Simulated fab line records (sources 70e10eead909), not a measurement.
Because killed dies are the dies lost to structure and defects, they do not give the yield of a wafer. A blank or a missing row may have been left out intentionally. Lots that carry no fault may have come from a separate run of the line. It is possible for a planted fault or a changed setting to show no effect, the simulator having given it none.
2 desks looking at one fault + flow nand-harc + each desk holds nothing but its own numbers, with what lay behind them at the end

== AT THE METROLOGY DESK ==
What the gauges read, lot by lot, whatever tool the lot ran on: means of the sampled wafers that have a number. Marked OUT: a lot whose mean sits more than 4 standard deviations from the usual mean, which makes it out of limits; the brackets give that distance.
Columns: A = thk-nm at NHARC_A_SGD_CUT_THK_MEAS_22, usual 148.0 nm
| lot  | first seen here | A     |
|------|-----------------|-------|
| L878 | day 14 09:01    | 147.3 |
| L879 | day 14 09:01    | 149.7 |
| L880 | day 14 18:08    | 146.6 |
| L881 | day 14 18:08    | 147.1 |
| L883 | day 15 01:43    | 147.9 |
| L886 | day 16 09:02    | 146.2 |
| L889 | day 16 09:11    | 146.9 |
| L891 | day 17 08:25    | 147.9 |
| L892 | day 17 08:25    | 147.2 |
| L894 | day 18 14:35    | 148.7 |
| L896 | day 18 14:44    | 151.4 |
| L900 | day 19 07:08    | 146.9 |
| L901 | day 19 07:08    | 148.0 |
Result from this desk: across the 13 lots, nothing is out of limits.

== DESK OF THE TOOL OWNER: rie-diel-10 ==
The tool's own readings at NHARC_A_SGD_CUT_ETCH_59 (etches the open film in N2/H2, target depth 260 nm, time 406.25 s): means of the sampled wafers that have a number, for each lot that ran on this tool. Marked OUT: a lot whose mean sits more than 4 standard deviations from the usual mean, which makes it out of limits; the brackets give that distance.
Columns: A = bias-w at NHARC_A_SGD_CUT_ETCH_59, usual 150.1 W; B = drypump-motor-current-A at NHARC_A_SGD_CUT_ETCH_59, usual 5.6 A; C = oes-product-au at NHARC_A_SGD_CUT_ETCH_59, usual 0.997 a.u.; D = rf-vpp-V at NHARC_A_SGD_CUT_ETCH_59, usual 430.6 V; E = showerhead-plenum-p-Torr at NHARC_A_SGD_CUT_ETCH_59, usual 2.05 Torr; F = throttle-valve-pct at NHARC_A_SGD_CUT_ETCH_59, usual 14.172 %
| lot  | first seen here | A     | B   | C     | D     | E    | F      |
|------|-----------------|-------|-----|-------|-------|------|--------|
| L878 | day 14 02:52    | 150.3 | 5.5 | 1.001 | 429.5 | 2.04 | 14.169 |
| L881 | day 14 13:46    | 150.0 | 5.5 | 0.995 | 431.2 | 2.07 | 14.174 |
| L886 | day 16 03:16    | 149.9 | 5.8 | 0.979 | 431.3 | 2.10 | 14.162 |
| L889 | day 16 05:53    | 149.9 | 5.1 | 0.984 | 432.0 | 2.07 | 14.166 |
Result from this desk: across the 4 lots, nothing is out of limits.

== PUT TOGETHER ==
Nothing out of limits was seen by the metrology desk.
The desk of the tool owner found nothing out of limits.

== WHAT THE SIMULATOR HAD PUT IN ==
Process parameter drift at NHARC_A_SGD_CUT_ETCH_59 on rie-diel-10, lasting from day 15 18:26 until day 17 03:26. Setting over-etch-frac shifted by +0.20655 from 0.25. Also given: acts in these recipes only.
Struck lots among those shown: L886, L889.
